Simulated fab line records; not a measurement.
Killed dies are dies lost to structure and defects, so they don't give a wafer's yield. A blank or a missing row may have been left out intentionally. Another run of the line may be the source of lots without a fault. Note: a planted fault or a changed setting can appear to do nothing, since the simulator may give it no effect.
fab line records	flow nandHarc
record lots=11	wafers=33	lastDay=31
route steps=1302 shown A_CHANNEL_HOLE_D2@592 END@1302
lots that met no fault: from a run of the same line without faults
startH: hours from the record's opening day to when the first of the lot's shown wafers began	waitH: hours since the lot's step before	" repeats the value in the row above	L1.1+2: one row covering several wafers at once	- no value, or no start was given	* or withheld: withheld	< > ~ a bound
route shown NAME@n: a module of which the file shows steps, and the number in the route of the first	usual: mean/standard deviation of fault-free wafers	same: alike in all rows	chamber/n: place in a boat	sites: readings site by site	_std_site: standard deviation of those values	_edge_site: outer sites' mean less inner sites'	radiusMm: for every site, how far away it sits from the centre of the wafer	mask NAME#n: copy n	behind: the last tool/chamber to shape the wafer	hold: what put the lot on hold/how long, in hours/how the hold closed	device: the n, p or np transistor that did not switch	end of line: the same wafers' tests at the end of the route	for a step that has no rows: nothing shown but its recipe	killed: not the wafer's yield, but the dies lost to structure and defects at the first sort	map: dies across one wafer; x = killed, . = not, _ = none there
set.NAME: the run value of the setting; set.NAME@STEP: its run value at that earlier step	model.NAME: the simulator's own value behind a step, which no gauge read
route steps across a sampled set of lots; one table per step, one row per wafer
services: a tool's chamber out of use, with start hour (startH, from the record's first day; less than 0 if before it), hours out, and reason
## steps
# step NHARC_A_CHANNEL_HOLE_D2_ETCH_20
# recipe biasV=3000	sourceW=withheld	pressureMtorr=20	timeS=361.9	arFlowSccm=375	c4f8FlowSccm=89.3	o2FlowSccm=35.7	tempC=-20	targetDepthA=16000	chemistry=C4F8/O2/Ar
# usual drypumpMotorCurrentA=5.9/0.62	mfcArSccm=375.0/1.1	showerheadPlenumPTorr=3.67/0.12	throttleValvePct=32.155/0.0096
# same timeS=361.9
lot.wafer	tool	chamber	startH	waitH	drypumpMotorCurrentA	mfcArSccm	rfHoursCounterH	showerheadPlenumPTorr	throttleValvePct
L112.1	harEtch-01	0	296.62	0.1	5.6	375.0	149	3.59	32.132
L112.2	"	1	"	"	6.8	374.6	149	3.70	32.164
L112.3	"	1	"	"	6.8	373.1	-	3.70	32.163
L115.4	harEtch-02	0	329.12	0.2	5.8	374.1	-	3.72	32.138
L115.5	"	0	"	"	5.8	372.2	-	3.72	32.163
L115.6	"	1	"	"	5.1	376.2	-	3.55	32.134
L118.4	harEtch-02	1	342.90	0.2	5.2	375.5	-	3.55	32.144
L118.3	"	0	"	"	5.8	376.8	-	3.72	32.143
L118.5	"	0	"	"	5.8	375.8	-	3.72	32.149
L119.2	harEtch-01	1	361.06	0.1	6.8	375.4	187	3.68	32.156
L119.3	"	1	"	"	6.8	376.5	-	3.68	32.161
L119.5	"	1	"	"	6.8	375.2	-	3.68	32.158
L120.2	harEtch-01	0	372.78	0.1	5.6	375.5	198	3.57	32.139
L120.4	"	1	"	"	6.8	375.5	-	3.68	32.148
L120.5	"	0	"	"	5.6	374.6	-	3.57	32.165
L121.1	harEtch-01	1	385.64	0.1	6.8	373.8	210	3.67	32.141
L121.6	"	1	"	"	6.8	374.7	-	3.67	32.162
L121.5	"	0	"	"	5.6	376.0	-	3.56	32.163
L123.4	harEtch-01	0	397.84	0.2	5.6	375.7	-	3.55	32.159
L123.3	"	1	"	"	6.8	375.9	-	3.66	32.136
L123.6	"	1	"	"	6.8	373.7	-	3.66	32.156
L125.1	harEtch-02	1	415.99	0.1	5.1	376.8	12	3.93	32.139
L125.4	"	0	"	"	5.8	374.8	-	3.70	32.148
L125.3	"	1	"	"	5.1	375.8	-	3.93	32.160
L124.4	harEtch-01	0	417.56	0.2	5.6	373.6	-	3.55	32.141
L124.5	"	1	"	"	6.8	375.2	-	3.66	32.165
L124.6	"	0	"	"	5.6	374.4	-	3.55	32.152
L128.1	harEtch-02	1	455.65	0.1	5.2	376.3	34	3.91	32.156
L128.4	"	0	"	"	5.8	374.2	-	3.69	32.164
L128.3	"	1	"	"	5.1	376.4	-	3.91	32.160
L129.2	harEtch-02	1	465.74	0.1	5.2	375.9	42	3.91	32.148
L129.3	"	1	"	"	5.2	375.6	-	3.91	32.150
L129.5	"	0	"	"	5.7	374.0	-	3.68	32.154
# step NHARC_A_CHANNEL_HOLE_D2_ETCH_22
# recipe biasV=3000	sourceW=withheld	pressureMtorr=20	timeS=666.7	arFlowSccm=375	c4f8FlowSccm=89.3	o2FlowSccm=35.7	tempC=-20	targetDepthA=16000	chemistry=C4F8/O2/Ar
# usual drypumpMotorCurrentA=5.9/0.62	mfcArSccm=374.9/1.1	showerheadPlenumPTorr=3.67/0.12	throttleValvePct=32.155/0.0089
# same timeS=666.7
lot.wafer	tool	chamber	startH	waitH	drypumpMotorCurrentA	mfcArSccm	rfHoursCounterH	showerheadPlenumPTorr	throttleValvePct
L112.1	harEtch-01	0	297.37	0.4	5.6	375.1	150	3.59	32.152
L112.2	"	1	"	"	6.8	373.7	150	3.70	32.166
L112.3	"	1	"	"	6.8	374.1	-	3.70	32.159
L115.4	harEtch-02	0	329.95	0.4	5.7	373.7	-	3.72	32.155
L115.5	"	0	"	"	5.7	373.7	-	3.72	32.157
L115.6	"	1	"	"	5.2	374.8	-	3.55	32.166
L118.4	harEtch-02	1	343.74	0.4	5.1	373.8	-	3.55	32.150
L118.3	"	0	"	"	5.7	373.5	-	3.72	32.171
L118.5	"	0	"	"	5.8	375.1	-	3.72	32.162
L119.2	harEtch-01	1	361.81	0.4	6.8	374.1	188	3.68	32.160
L119.3	"	1	"	"	6.8	374.7	-	3.68	32.165
L119.5	"	1	"	"	6.8	375.7	-	3.68	32.150
L120.2	harEtch-01	0	373.54	0.4	5.6	375.9	199	3.57	32.155
L120.4	"	1	"	"	6.8	375.1	-	3.67	32.165
L120.5	"	0	"	"	5.6	375.5	-	3.56	32.158
L121.1	harEtch-01	1	386.40	0.4	6.8	375.2	210	3.67	32.157
L121.6	"	1	"	"	6.8	374.8	-	3.67	32.157
L121.5	"	0	"	"	5.6	376.1	-	3.56	32.139
L123.4	harEtch-01	0	398.68	0.4	5.6	374.3	-	3.55	32.144
L123.3	"	1	"	"	6.8	374.0	-	3.66	32.155
L123.6	"	1	"	"	6.8	373.6	-	3.66	32.164
L125.1	harEtch-02	1	416.79	0.4	5.2	373.5	12	3.93	32.147
L125.4	"	0	"	"	5.7	374.7	-	3.70	32.165
L125.3	"	1	"	"	5.2	374.4	-	3.93	32.162
L124.4	harEtch-01	0	418.44	0.4	5.6	376.6	-	3.55	32.133
L124.5	"	1	"	"	6.8	374.1	-	3.66	32.149
L124.6	"	0	"	"	5.6	376.7	-	3.55	32.157
L128.1	harEtch-02	1	456.45	0.4	5.2	376.0	35	3.91	32.140
L128.4	"	0	"	"	5.8	375.4	-	3.69	32.156
L128.3	"	1	"	"	5.1	376.5	-	3.91	32.150
L129.2	harEtch-02	1	466.49	0.4	5.2	373.4	43	3.91	32.175
L129.3	"	1	"	"	5.1	372.9	-	3.91	32.162
L129.5	"	0	"	"	5.8	375.7	-	3.68	32.180
# step NHARC_A_CHANNEL_HOLE_D2_ETCH_24
# recipe biasV=5000	sourceW=withheld	pressureMtorr=20	timeS=906.2	arFlowSccm=375	c4f8FlowSccm=93.8	o2FlowSccm=31.2	tempC=-20	targetDepthA=15000	chemistry=C4F8/O2/Ar
# usual drypumpMotorCurrentA=5.9/0.61	mfcArSccm=374.9/1	showerheadPlenumPTorr=3.66/0.12	throttleValvePct=32.237/0.0098
# same timeS=906.2
lot.wafer	tool	chamber	startH	waitH	drypumpMotorCurrentA	mfcArSccm	rfHoursCounterH	showerheadPlenumPTorr	throttleValvePct
L112.1	harEtch-01	0	298.63	0.6	5.6	374.9	151	3.59	32.231
L112.2	"	1	"	"	6.8	372.1	151	3.70	32.249
L112.3	"	1	"	"	6.8	373.5	-	3.70	32.234
L115.4	harEtch-02	0	331.27	0.6	5.7	375.3	-	3.72	32.218
L115.5	"	0	"	"	5.8	373.6	-	3.72	32.242
L115.6	"	1	"	"	5.2	375.2	-	3.55	32.229
L118.4	harEtch-02	1	345.07	0.6	5.2	375.3	-	3.54	32.254
L118.3	"	0	"	"	5.8	374.5	-	3.71	32.208
L118.5	"	0	"	"	5.8	375.6	-	3.71	32.233
L119.2	harEtch-01	1	363.08	0.6	6.8	375.3	189	3.68	32.225
L119.3	"	1	"	"	6.8	375.9	-	3.68	32.237
L119.5	"	1	"	"	6.8	376.6	-	3.68	32.234
L120.2	harEtch-01	0	374.82	0.6	5.6	374.8	200	3.56	32.231
L120.4	"	1	"	"	6.8	376.2	-	3.67	32.241
L120.5	"	0	"	"	5.6	373.9	-	3.56	32.237
L121.1	harEtch-01	1	387.67	0.6	6.8	375.9	212	3.66	32.249
L121.6	"	1	"	"	6.8	376.7	-	3.66	32.241
L121.5	"	0	"	"	5.6	377.6	-	3.55	32.230
L123.4	harEtch-01	0	400.00	0.6	5.6	375.6	-	3.55	32.234
L123.3	"	1	"	"	6.8	376.6	-	3.66	32.244
L123.6	"	1	"	"	6.8	375.9	-	3.66	32.248
L125.1	harEtch-02	1	418.08	0.6	5.2	372.8	14	3.92	32.226
L125.4	"	0	"	"	5.8	374.5	-	3.70	32.244
L125.3	"	1	"	"	5.2	373.9	-	3.92	32.230
L124.4	harEtch-01	0	419.81	0.6	5.6	374.9	-	3.54	32.250
L124.5	"	1	"	"	6.8	372.8	-	3.65	32.232
L124.6	"	0	"	"	5.6	376.4	-	3.54	32.254
L128.1	harEtch-02	1	457.75	0.6	5.2	376.0	36	3.91	32.250
L128.4	"	0	"	"	5.7	375.0	-	3.68	32.242
L128.3	"	1	"	"	5.1	374.9	-	3.91	32.249
L129.2	harEtch-02	1	467.77	0.6	5.2	375.1	44	3.90	32.231
L129.3	"	1	"	"	5.2	374.7	-	3.90	32.233
L129.5	"	0	"	"	5.7	374.4	-	3.68	32.247
# step NHARC_A_CHANNEL_HOLE_D2_ETCH_25
# recipe biasV=5000	sourceW=withheld	pressureMtorr=20	timeS=1040.2	arFlowSccm=375	c4f8FlowSccm=93.8	o2FlowSccm=31.2	tempC=-20	targetDepthA=15000	chemistry=C4F8/O2/Ar
# usual drypumpMotorCurrentA=5.9/0.62	mfcArSccm=375.0/1.1	showerheadPlenumPTorr=3.66/0.12	throttleValvePct=32.235/0.011
# same timeS=1040.2
lot.wafer	tool	chamber	startH	waitH	drypumpMotorCurrentA	mfcArSccm	rfHoursCounterH	showerheadPlenumPTorr	throttleValvePct
L112.1	harEtch-01	0	299.40	0.6	5.6	375.9	152	3.59	32.234
L112.2	"	1	"	"	6.8	376.2	152	3.70	32.226
L112.3	"	1	"	"	6.8	376.5	-	3.70	32.242
L115.4	harEtch-02	0	332.08	0.7	5.8	373.9	-	3.72	32.223
L115.5	"	0	"	"	5.8	374.9	-	3.72	32.231
L115.6	"	1	"	"	5.2	375.1	-	3.54	32.233
L118.4	harEtch-02	1	345.88	0.7	5.1	376.5	-	3.54	32.228
L118.3	"	0	"	"	5.7	373.9	-	3.71	32.235
L118.5	"	0	"	"	5.8	375.3	-	3.71	32.227
L119.2	harEtch-01	1	363.84	0.6	6.8	374.6	190	3.68	32.220
L119.3	"	1	"	"	6.8	377.1	-	3.67	32.221
L119.5	"	1	"	"	6.8	374.4	-	3.67	32.235
L120.2	harEtch-01	0	375.59	0.6	5.6	374.9	201	3.56	32.247
L120.4	"	1	"	"	6.8	375.1	-	3.67	32.245
L120.5	"	0	"	"	5.6	375.6	-	3.56	32.223
L121.1	harEtch-01	1	388.44	0.6	6.8	374.1	212	3.66	32.227
L121.6	"	1	"	"	6.8	374.7	-	3.66	32.214
L121.5	"	0	"	"	5.6	374.3	-	3.55	32.234
L123.4	harEtch-01	0	400.81	0.7	5.6	375.1	-	3.55	32.240
L123.3	"	1	"	"	6.8	374.6	-	3.66	32.239
L123.6	"	1	"	"	6.8	374.4	-	3.66	32.235
L125.1	harEtch-02	1	418.87	0.7	5.1	375.5	14	3.92	32.238
L125.4	"	0	"	"	5.7	375.4	-	3.70	32.233
L125.3	"	1	"	"	5.1	374.5	-	3.92	32.254
L124.4	harEtch-01	0	420.64	0.7	5.6	375.7	-	3.54	32.228
L124.5	"	1	"	"	6.8	375.8	-	3.65	32.260
L124.6	"	0	"	"	5.6	374.1	-	3.54	32.242
L128.1	harEtch-02	1	458.54	0.7	5.1	376.7	37	3.91	32.249
L128.4	"	0	"	"	5.8	375.0	-	3.68	32.229
L128.3	"	1	"	"	5.2	376.5	-	3.91	32.230
L129.2	harEtch-02	1	468.54	0.6	5.1	375.7	45	3.90	32.221
L129.3	"	1	"	"	5.2	377.0	-	3.90	32.238
L129.5	"	0	"	"	5.8	375.3	-	3.68	32.244
# step NHARC_A_CHANNEL_HOLE_D2_INSPECT_40
# usual rawDefectCount=300/100
lot.wafer	tool	chamber	startH	waitH	rawDefectCount
L112.1	defectInspect-01	-	302.24	-	247
L112.2	"	-	"	"	264
L112.3	"	-	"	"	203
L115.4	defectInspect-02	-	334.75	-	431
L115.5	"	-	"	"	489
L115.6	"	-	"	"	343
L118.3	defectInspect-01	-	348.40	-	380
L118.4	"	-	"	"	389
L118.5	"	-	"	"	368
L119.2	defectInspect-02	-	366.64	-	220
L119.3	"	-	"	"	283
L119.5	"	-	"	"	182
L120.2	defectInspect-02	-	384.21	-	230
L120.4	"	-	"	"	147
L120.5	"	-	"	"	214
L121.1	defectInspect-02	-	391.27	-	204
L121.5	"	-	"	"	178
L121.6	"	-	"	"	180
L123.3	defectInspect-01	-	403.34	-	325
L123.4	"	-	"	"	534
L123.6	"	-	"	"	452
L125.1	defectInspect-01	-	421.52	-	220
L125.3	"	-	"	"	165
L125.4	"	-	"	"	193
L124.4	defectInspect-01	-	423.01	-	279
L124.5	"	-	"	"	344
L124.6	"	-	"	"	372
L128.1	defectInspect-01	-	461.21	-	1196
L128.3	"	-	"	"	1064
L128.4	"	-	"	"	1045
L129.2	defectInspect-01	-	471.35	-	986
L129.3	"	-	"	"	928
L129.5	"	-	"	"	1057
# step NHARC_END_SORT_01
# recipe tempC=25
# usual killedAtArray=55/23	killedAtOther=1.0/1.2	killedAtPeriphery=3.2/2.7	killedDies=59/23	killedOpen=3.1/1.6	killedShort=2.2/1.5
# same grossDies=677
lot.wafer	tool	chamber	startH	waitH	killedAtArray	killedAtOther	killedAtPeriphery	killedDies	killedOpen	killedShort
L120.4	prober-01	0	651.96	3.4	30	0	1	31	2	0
L123.3	prober-02	0	674.99	3.1	100	3	3	106	5	1
L123.4	prober-02	0	675.79	3.4	86	2	2	90	6	2
L123.6	prober-02	0	677.38	4.0	96	2	2	100	3	0
L128.1	prober-01	0	734.98	2.5	128	0	5	133	3	3
L128.3	prober-01	0	736.58	3.1	164	1	2	167	3	2
L128.4	prober-01	0	737.38	3.4	166	0	3	169	2	2
L129.2	prober-02	0	745.08	2.8	149	0	6	155	2	1
L129.3	prober-02	0	745.88	3.1	137	0	9	146	0	0
L129.5	prober-02	0	747.47	3.7	143	0	12	155	6	1
# killed by level:class
L120.4 A_CHANNEL_HOLE_D2:chamberFilmFlake=14 A_STAIRCASE:chamberFilmFlake=4 A_CHANNEL_HOLE_D1:chamberFilmFlake=3 A_WL_FILL:geometricParticle:open=2 A_WL_FILL:chamberFilmFlake=2 A_M1:chamberFilmFlake=2 P_GATE:chamberFilmFlake=1 A_ZERO_WELL:chamberFilmFlake=1
L123.3 A_CHANNEL_HOLE_D1:chamberFilmFlake=32 A_SLIT:chamberFilmFlake=29 A_CHANNEL_HOLE_D2:chamberFilmFlake=18 A_CONTACT:chamberFilmFlake=6 A_M0:chamberFilmFlake=4 P_M0:geometricParticle:open=2 A_CHANNEL_FILL_D2:chamberFilmFlake=2 A_STAIRCASE:chamberFilmFlake=2
L123.4 A_CHANNEL_HOLE_D1:chamberFilmFlake=27 A_SLIT:chamberFilmFlake=26 A_CHANNEL_HOLE_D2:chamberFilmFlake=19 A_M0:chamberFilmFlake=4 A_ONON_D2:geometricParticle:short=2 A_WL_FILL:chamberFilmFlake=2 P_GATE:geometricParticle:open=1 A_ONON_D2:geometricParticle:open=1
L123.6 A_SLIT:chamberFilmFlake=33 A_CHANNEL_HOLE_D1:chamberFilmFlake=29 A_CHANNEL_HOLE_D2:chamberFilmFlake=17 A_M0:chamberFilmFlake=9 A_CONTACT:chamberFilmFlake=3 A_CONTACT:geometricParticle:open=2 P_M0:geometricParticle:open=1 P_GATE:chamberFilmFlake=1
L128.1 A_CHANNEL_HOLE_D2:unspecified=90 A_SLIT:chamberFilmFlake=21 A_CONTACT:chamberFilmFlake=5 A_CHANNEL_HOLE_D1:chamberFilmFlake=4 P_M2:geometricParticle:short=2 P_STI:chamberFilmFlake=2 A_DECK1_JOINT:chamberFilmFlake=2 A_STAIRCASE:chamberFilmFlake=2
L128.3 A_CHANNEL_HOLE_D2:unspecified=98 A_CHANNEL_HOLE_D1:chamberFilmFlake=28 A_SLIT:chamberFilmFlake=26 A_CONTACT:chamberFilmFlake=7 A_ONON_D2:geometricParticle:open=2 A_DECK1_JOINT:geometricParticle:short=1 A_WL_FILL:geometricParticle:open=1 P_STI:chamberFilmFlake=1
L128.4 A_CHANNEL_HOLE_D2:unspecified=93 A_CHANNEL_HOLE_D1:chamberFilmFlake=31 A_SLIT:chamberFilmFlake=28 A_CONTACT:chamberFilmFlake=8 A_STAIRCASE:chamberFilmFlake=4 P_GATE:geometricParticle:open=1 P_CONTACT:geometricParticle:short=1 A_ONON_D1:geometricParticle:short=1
L129.2 A_CHANNEL_HOLE_D2:unspecified=97 A_SLIT:chamberFilmFlake=29 A_CHANNEL_HOLE_D1:chamberFilmFlake=6 A_WL_FILL:chamberFilmFlake=5 A_STAIRCASE:chamberFilmFlake=4 A_BONDPAD:chamberFilmFlake=4 P_BONDPAD:chamberFilmFlake=3 P_M1:geometricParticle:open=1
L129.3 A_CHANNEL_HOLE_D2:unspecified=97 A_SLIT:chamberFilmFlake=23 A_CHANNEL_HOLE_D1:chamberFilmFlake=9 P_BONDPAD:chamberFilmFlake=6 P_M1:chamberFilmFlake=2 A_STAIRCASE:chamberFilmFlake=2 A_BONDPAD:chamberFilmFlake=2 P_GATE:chamberFilmFlake=1
L129.5 A_CHANNEL_HOLE_D2:unspecified=93 A_SLIT:chamberFilmFlake=29 P_BONDPAD:chamberFilmFlake=7 A_CHANNEL_HOLE_D1:chamberFilmFlake=6 A_CHANNEL_FILL_D2:geometricParticle:open=4 A_DECK1_JOINT:chamberFilmFlake=3 P_GATE:chamberFilmFlake=2 A_STAIRCASE:chamberFilmFlake=2
## services
tool	chamber	startH	hours	kind
harEtch-02	-	380.15	17.0	pm
harEtch-02	0	380.15	17.0	ventCycle
harEtch-02	1	380.15	17.0	ventCycle
harEtch-02	0	397.15	-	clean
harEtch-02	0	397.15	-	consumableReplace:focusRing
harEtch-02	1	397.15	-	clean
harEtch-02	1	397.15	-	consumableReplace:focusRing
harEtch-02	1	397.15	-	consumableReplace:showerhead
harEtch-01	-	449.83	4.8	repair
## key
firstSign step=NHARC_A_CHANNEL_HOLE_D2_INSPECT_40	reading=rawDefectCount	direction=up	sigmas=7.4	usual=300	struck=1046
effect step=NHARC_END_SORT_01	reading=killedDies	direction=up	sigmas=4.2	usual=59	struck=154
moreKillsBornAt NHARC_A_CHANNEL_HOLE_D2_ETCH_25@harEtch-02=540
metAt NHARC_A_CHANNEL_HOLE_D2_ETCH_25
struckLots L128,L129
testerLeftOut L128,L129
notActingAt NHARC_A_CHANNEL_HOLE_D2_ETCH_20,NHARC_A_CHANNEL_HOLE_D2_ETCH_22,NHARC_A_CHANNEL_HOLE_D2_ETCH_24
onsetBetween 418.87 458.54
alsoFits time
fault kind=chamberParticleSource	tool=harEtch-02	chamber=-	onsetH=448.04	steps=NHARC_A_CHANNEL_HOLE_D2_ETCH_25	ratePerVisitCm2=1.2572	endH=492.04
# testerLeftOut: of these lots the tester's yield and bins aren't shown, on N5 and GAA mostly nor the transistor test; their killed dies are dies lost to structure and defects alone, not to doping, threshold or leakage, so they don't give the yield
